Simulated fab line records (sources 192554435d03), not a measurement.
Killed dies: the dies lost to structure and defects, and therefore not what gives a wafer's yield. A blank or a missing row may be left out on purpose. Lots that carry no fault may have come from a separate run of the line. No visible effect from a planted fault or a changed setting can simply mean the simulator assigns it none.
Which tool is to blame? :: flow n5_finfet :: 10 lots with 30 wafers sampled at 5 steps, on a route of 1938 steps

== WHAT THE GAUGES READ, wafer by wafer ==
N5_BEOL_M4_RC_MEAS_101.
lot: L972
measured: day 8 10:58
on: prober-01
DIBL_N (mV/V): 39.7 36.8 35.2

lot: L976
measured: day 9 01:04
on: prober-01
DIBL_N (mV/V): 40.0 39.1 39.4

lot: L977
measured: day 9 17:16
on: prober-01
DIBL_N (mV/V): 37.4 36.9 35.6

lot: L978
measured: day 9 20:22
on: prober-01
DIBL_N (mV/V): 35.6 35.2 36.8

lot: L983
measured: day 11 06:01
on: prober-01
DIBL_N (mV/V): 38.0 33.4 35.4

lot: L984
measured: day 11 11:01
on: prober-01
DIBL_N (mV/V): 39.5 37.4 37.2

lot: L986
measured: day 12 00:20
on: prober-01
DIBL_N (mV/V): 40.5 38.5 37.3

lot: L993
measured: day 13 12:39
on: prober-02
DIBL_N (mV/V): 36.7 37.6 36.4

lot: L994
measured: day 13 13:22
on: prober-01
DIBL_N (mV/V): 37.2 37.0 35.9

lot: L995
measured: day 13 22:26
on: prober-02
DIBL_N (mV/V): 35.6 33.3 37.0

== EACH LOT AND THE TOOL THAT RAN IT (in order: tool; ch and the chambers of the sampled wafers; start) ==
lot: L972
N5_BEOL_M2_SPUTTER_79: pvd_sputter-03, day 7 04:08
N5_BEOL_M2_ANNEAL_91: pvd_sputter-03, day 7 05:05
N5_BEOL_M2_ANNEAL_93: pvd_sputter-03, day 7 05:19
N5_BEOL_M2_ANNEAL_51: rtp_anneal-02 ch 0, day 7 05:55

lot: L976
N5_BEOL_M2_SPUTTER_79: pvd_sputter-01, day 7 22:00
N5_BEOL_M2_ANNEAL_91: pvd_sputter-01, day 7 22:58
N5_BEOL_M2_ANNEAL_93: pvd_sputter-01, day 7 23:11
N5_BEOL_M2_ANNEAL_51: rtp_anneal-01 ch 0, day 7 23:47

lot: L977
N5_BEOL_M2_SPUTTER_79: pvd_sputter-02, day 8 15:44
N5_BEOL_M2_ANNEAL_91: pvd_sputter-02, day 8 16:42
N5_BEOL_M2_ANNEAL_93: pvd_sputter-02, day 8 16:55
N5_BEOL_M2_ANNEAL_51: rtp_anneal-02 ch 0, day 8 17:29

lot: L978
N5_BEOL_M2_SPUTTER_79: pvd_sputter-01, day 8 15:58
N5_BEOL_M2_ANNEAL_91: pvd_sputter-01, day 8 16:55
N5_BEOL_M2_ANNEAL_93: pvd_sputter-01, day 8 17:08
N5_BEOL_M2_ANNEAL_51: rtp_anneal-02 ch 0, day 8 17:45

lot: L983
N5_BEOL_M2_SPUTTER_79: pvd_sputter-03, day 9 20:24
N5_BEOL_M2_ANNEAL_91: pvd_sputter-03, day 9 21:22
N5_BEOL_M2_ANNEAL_93: pvd_sputter-03, day 9 21:35
N5_BEOL_M2_ANNEAL_51: rtp_anneal-02 ch 0, day 9 22:14

lot: L984
N5_BEOL_M2_SPUTTER_79: pvd_sputter-02, day 10 00:48
N5_BEOL_M2_ANNEAL_91: pvd_sputter-02, day 10 01:46
N5_BEOL_M2_ANNEAL_93: pvd_sputter-02, day 10 01:59
N5_BEOL_M2_ANNEAL_51: rtp_anneal-02 ch 0, day 10 02:37

lot: L986
N5_BEOL_M2_SPUTTER_79: pvd_sputter-02, day 10 19:20
N5_BEOL_M2_ANNEAL_91: pvd_sputter-02, day 10 20:18
N5_BEOL_M2_ANNEAL_93: pvd_sputter-02, day 10 20:31
N5_BEOL_M2_ANNEAL_51: rtp_anneal-01 ch 0, day 10 21:05

lot: L993
N5_BEOL_M2_SPUTTER_79: pvd_sputter-02, day 12 01:55
N5_BEOL_M2_ANNEAL_91: pvd_sputter-02, day 12 02:53
N5_BEOL_M2_ANNEAL_93: pvd_sputter-02, day 12 03:06
N5_BEOL_M2_ANNEAL_51: rtp_anneal-01 ch 0, day 12 03:52

lot: L994
N5_BEOL_M2_SPUTTER_79: pvd_sputter-01, day 12 09:35
N5_BEOL_M2_ANNEAL_91: pvd_sputter-01, day 12 10:33
N5_BEOL_M2_ANNEAL_93: pvd_sputter-01, day 12 10:46
N5_BEOL_M2_ANNEAL_51: rtp_anneal-01 ch 0, day 12 11:22

lot: L995
N5_BEOL_M2_SPUTTER_79: pvd_sputter-02, day 12 16:28
N5_BEOL_M2_ANNEAL_91: pvd_sputter-02, day 12 17:25
N5_BEOL_M2_ANNEAL_93: pvd_sputter-02, day 12 17:38
N5_BEOL_M2_ANNEAL_51: rtp_anneal-02 ch 0, day 12 18:17
- N5_BEOL_M2_SPUTTER_79: material Cu, target thk 4.5 nm, time 8.29 s.
- N5_BEOL_M2_ANNEAL_91: time 240 s.
- N5_BEOL_M2_ANNEAL_93: time 240 s.
- N5_BEOL_M2_ANNEAL_51: time 90 s.

== THE ANSWER, worked out from the rows above alone ==
Rule: the usual values come from the lots themselves. Put in order of their means at a reading, lots are off if they are a third of the lots or fewer, leave a main group of 4 or more, and stand apart from it by a gap of 3 or more times the standard deviation of the main group's means; of several such gaps the widest counts. A main group whose means are all the same, to the digits that the tables above print for the reading, isn't used. A lot without any number at a reading at which 4 lots or more have one is off too. All remaining lots with rows at the step are treated as sound.
Across all readings shown, no lot is off: no conclusion can be drawn from this.

== WHAT THE SIMULATOR HAD INSERTED ==
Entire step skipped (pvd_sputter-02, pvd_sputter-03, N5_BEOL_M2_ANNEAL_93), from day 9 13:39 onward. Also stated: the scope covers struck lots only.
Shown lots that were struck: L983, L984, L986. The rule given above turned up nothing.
